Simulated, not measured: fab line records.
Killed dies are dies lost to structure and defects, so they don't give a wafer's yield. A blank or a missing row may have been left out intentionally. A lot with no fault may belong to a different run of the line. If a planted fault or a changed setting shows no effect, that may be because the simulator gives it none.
What tool caused it?	flow n5Finfet	10 lots, 30 wafers sampled, at 5 steps of a route of 1938

## WHAT THE GAUGES SHOWED, per wafer
N5_BEOL_M4_RC_MEAS_101. Usual: DIBL_N 35.8 mV/V, standard deviation 1.8; DIBL_P 35.9 mV/V, standard deviation 2.2; IOFF_N 0.16 nA/um, standard deviation 0.035; IOFF_P 0.21 nA/um, standard deviation 0.04; ION_N 672 uA/um, standard deviation 11; ION_P 461 uA/um, standard deviation 7.4; SS_N 71.4 mV/dec, standard deviation 0.64; SS_P 73.2 mV/dec, standard deviation 0.67; VT_N 250 mV, standard deviation 3.5; VT_P -251 mV, standard deviation 3.4.
lot	measured	on	DIBL_N (mV/V)	DIBL_P (mV/V)	IOFF_N (nA/um)	IOFF_P (nA/um)	ION_N (uA/um)	ION_P (uA/um)	SS_N (mV/dec)	SS_P (mV/dec)	VT_N (mV)	VT_P (mV)	flag
L231	day 8 15:26	prober-02	36.6 32.9 34.7	36.8 32.4 33.6	0.18 0.12 0.14	0.25 0.18 0.18	683 659 665	471 458 454	72.0 70.8 71.4	73.6 72.4 72.8	245 255 249	-246 -251 -250	
L234	day 10 00:50	prober-01	38.6 36.7 35.0	40.7 37.9 36.7	0.21 0.17 0.13	0.24 0.19 0.17	691 683 665	467 459 451	72.3 72.1 71.1	73.7 72.5 72.8	247 249 254	-250 -251 -255	
L237	day 10 02:31	prober-01	37.6 34.9 38.6	38.2 34.9 38.6	0.20 0.14 0.20	0.24 0.19 0.25	682 667 682	460 458 465	72.5 71.6 72.4	74.0 72.9 73.3	248 252 247	-248 -252 -247	
L238	day 10 06:25	prober-01	38.0 38.2 36.5	37.8 37.2 35.5	0.20 0.20 0.17	0.24 0.23 0.20	686 677 687	463 461 469	71.9 72.3 71.7	74.3 73.8 74.4	244 248 249	-250 -251 -252	
L242	day 11 19:51	prober-02	34.3 37.1 35.0	34.6 38.2 35.8	0.13 0.19 0.15	0.21 0.28 0.23	658 664 669	462 464 470	71.3 71.2 70.5	73.0 73.7 72.3	253 247 249	-249 -246 -246	
L245	day 12 09:31	prober-01	37.6 36.7 35.9	37.8 36.8 36.1	0.17 0.15 0.14	0.19 0.17 0.17	671 668 660	444 446 448	72.1 72.0 71.8	73.8 73.5 73.5	251 252 253	-257 -256 -256	
L246	day 12 16:39	prober-01	37.3 37.0 32.9	36.3 35.8 31.6	0.18 0.16 0.11	0.21 0.20 0.15	672 682 661	458 464 456	72.0 70.6 70.9	73.2 73.4 72.5	248 249 252	-251 -251 -256	
L248	day 12 18:34	prober-02	35.1 36.7 34.3	36.4 38.3 35.3	0.15 0.19 0.14	0.23 0.26 0.21	668 679 669	461 472 466	71.7 72.2 71.8	73.3 72.9 72.9	248 246 252	-248 -245 -248	
L249	day 12 23:56	prober-01	37.1 36.5 33.7	37.8 36.8 32.5	0.17 0.15 0.11	0.21 0.20 0.15	679 674 660	458 468 454	72.1 71.4 70.9	74.1 73.9 72.8	246 251 255	-251 -255 -255	
L251	day 13 23:44	prober-02	34.4 35.2 32.4	33.0 34.1 30.8	0.11 0.12 0.09	0.17 0.18 0.14	659 658 653	459 459 453	70.6 71.7 70.3	72.5 72.9 71.6	255 255 257	-251 -253 -255	

## WHICH TOOL RAN EACH LOT (tool, then ch and the chambers of the sampled wafers, then the start)
lot	N5_BEOL_M3_ALD_84	N5_BEOL_M3_SPUTTER_79	N5_BEOL_M3_ANNEAL_87	N5_BEOL_M3_SPUTTER_88
L231	aldMetal-01 ch 0,2,3, day 7 21:16	pvdSputter-03, day 7 21:58	pvdSputter-03, day 7 22:29	pvdSputter-03, day 7 22:37
L234	aldMetal-01 ch 0,1,3, day 9 07:26	pvdSputter-03, day 9 08:13	pvdSputter-03, day 9 08:44	pvdSputter-03, day 9 08:52
L237	aldMetal-02 ch 1,3, day 9 10:16	pvdSputter-03, day 9 10:56	pvdSputter-03, day 9 11:28	pvdSputter-03, day 9 11:36
L238	aldMetal-03 ch 0,2,3, day 9 14:52	pvdSputter-02, day 9 15:43	pvdSputter-02, day 9 16:14	pvdSputter-02, day 9 16:22
L242	aldMetal-01 ch 0,3, day 11 04:04	pvdSputter-03, day 11 05:04	pvdSputter-03, day 11 05:35	pvdSputter-03, day 11 05:43
L245	aldMetal-02 ch 0,2,3, day 11 18:55	pvdSputter-03, day 11 20:41	pvdSputter-03, day 11 21:13	pvdSputter-03, day 11 21:21
L246	aldMetal-03 ch 1,2,3, day 12 01:50	pvdSputter-03, day 12 04:04	pvdSputter-03, day 12 04:35	pvdSputter-03, day 12 04:43
L248	aldMetal-02 ch 1,2,3, day 12 07:34	pvdSputter-02, day 12 08:26	pvdSputter-02, day 12 08:57	pvdSputter-02, day 12 09:05
L249	aldMetal-01 ch 0,2,3, day 12 12:04	pvdSputter-03, day 12 12:58	pvdSputter-03, day 12 13:29	pvdSputter-03, day 12 13:38
L251	aldMetal-03 ch 0,2,3, day 13 12:51	pvdSputter-02, day 13 13:35	pvdSputter-02, day 13 14:07	pvdSputter-02, day 13 14:15
- N5_BEOL_M3_ALD_84: deposits TaN, pulse time 2 s, purge time 3 s, co reactant purge time 2 s.
- N5_BEOL_M3_SPUTTER_79: material Cu, target thk 4.5 nm, time 8.29 s.
- N5_BEOL_M3_ANNEAL_87: time 240 s.
- N5_BEOL_M3_SPUTTER_88: material Cu, target thk 4.5 nm, time 8.29 s.

## AS READ BY THE TOOLS THEMSELVES (means over the sampled wafers that have a number; for cases with no such wafer, the mark the record gives instead)
N5_BEOL_M3_ALD_84. Usual: heaterPowerW reads 418 W (standard deviation 37).
lot	tool	heaterPowerW (W)	flag
L231	aldMetal-01	437	
L234	aldMetal-01	425	
L237	aldMetal-02	425	
L238	aldMetal-03	450	
L242	aldMetal-01	438	
L245	aldMetal-02	395	
L246	aldMetal-03	431	
L248	aldMetal-02	409	
L249	aldMetal-01	428	
L251	aldMetal-03	444	

N5_BEOL_M3_SPUTTER_79. Usual: chamberPressurePa 0.06999 Pa, standard deviation 0.00014; chuckGasFlowSccm 1.27 sccm, standard deviation 0.06; substrateTempC -20.00 C, standard deviation 0.11; throttleValvePct 29.4 %, standard deviation 1.2.
lot	tool	chamberPressurePa (Pa)	chuckGasFlowSccm (sccm)	substrateTempC (C)	throttleValvePct (%)	flag
L231	pvdSputter-03	0.06996	1.23	-19.99	29.4	
L234	pvdSputter-03	-	-	-	-	OFF
L237	pvdSputter-03	-	-	-	-	OFF
L238	pvdSputter-02	-	-	-	-	OFF
L242	pvdSputter-03	0.06997	1.33	-20.00	29.4	
L245	pvdSputter-03	0.06998	1.28	-19.92	28.9	
L246	pvdSputter-03	0.07008	1.24	-20.06	29.5	
L248	pvdSputter-02	0.06985	1.27	-19.94	29.9	
L249	pvdSputter-03	0.07007	1.32	-19.98	29.4	
L251	pvdSputter-02	0.06988	1.32	-20.03	30.1	

N5_BEOL_M3_ANNEAL_87. Usual: heaterPowerW reads 836 W (standard deviation 65).
lot	tool	heaterPowerW (W)	flag
L231	pvdSputter-03	844	
L234	pvdSputter-03	809	
L237	pvdSputter-03	821	
L238	pvdSputter-02	813	
L242	pvdSputter-03	869	
L245	pvdSputter-03	845	
L246	pvdSputter-03	871	
L248	pvdSputter-02	829	
L249	pvdSputter-03	865	
L251	pvdSputter-02	824	

N5_BEOL_M3_SPUTTER_88. Usual: chamberPressurePa 0.07 Pa, standard deviation 0.00013; chuckGasFlowSccm 1.26 sccm, standard deviation 0.053; substrateTempC -20.00 C, standard deviation 0.1; throttleValvePct 29.4 %, standard deviation 1.2.
lot	tool	chamberPressurePa (Pa)	chuckGasFlowSccm (sccm)	substrateTempC (C)	throttleValvePct (%)	flag
L231	pvdSputter-03	0.07	1.28	-20.02	29.5	
L234	pvdSputter-03	0.07	1.30	-20.09	28.6	
L237	pvdSputter-03	0.07	1.27	-20.03	28.7	
L238	pvdSputter-02	0.07	1.22	-19.98	30.3	
L242	pvdSputter-03	0.07	1.24	-20.08	29.2	
L245	pvdSputter-03	0.07	1.30	-19.90	28.8	
L246	pvdSputter-03	0.07	1.27	-20.04	29.5	
L248	pvdSputter-02	0.07	1.22	-19.98	30.0	
L249	pvdSputter-03	0.07	1.20	-20.08	29.5	
L251	pvdSputter-02	0.07	1.25	-20.06	30.2	

## THE ANSWER, worked out from the rows above alone
Rule: a lot is off if the mean of its wafers that have a number lies more than 3 standard deviations from the usual mean. Also off: a lot with no number at a reading for which 4 or more lots have one. The other lots that the step has rows for count as sound. After the gauges, taken in route order, come the tools' own readings; for these a lot's mean is taken, as printed above. The first step at which some lot is off is used, and at that step the reading that is off furthest; a lot without a number counts as furthest.
Off, at N5_BEOL_M3_SPUTTER_79 on chamberPressurePa: L234, L237, L238. Without a number there: L234, L237, L238.
If a tool, at that step or one of the process steps before it, ran each lot that is off and ran no sound lot following the first of them, it fits. No candidate that was tried fits.

## WHAT WAS PUT IN BY THE SIMULATOR
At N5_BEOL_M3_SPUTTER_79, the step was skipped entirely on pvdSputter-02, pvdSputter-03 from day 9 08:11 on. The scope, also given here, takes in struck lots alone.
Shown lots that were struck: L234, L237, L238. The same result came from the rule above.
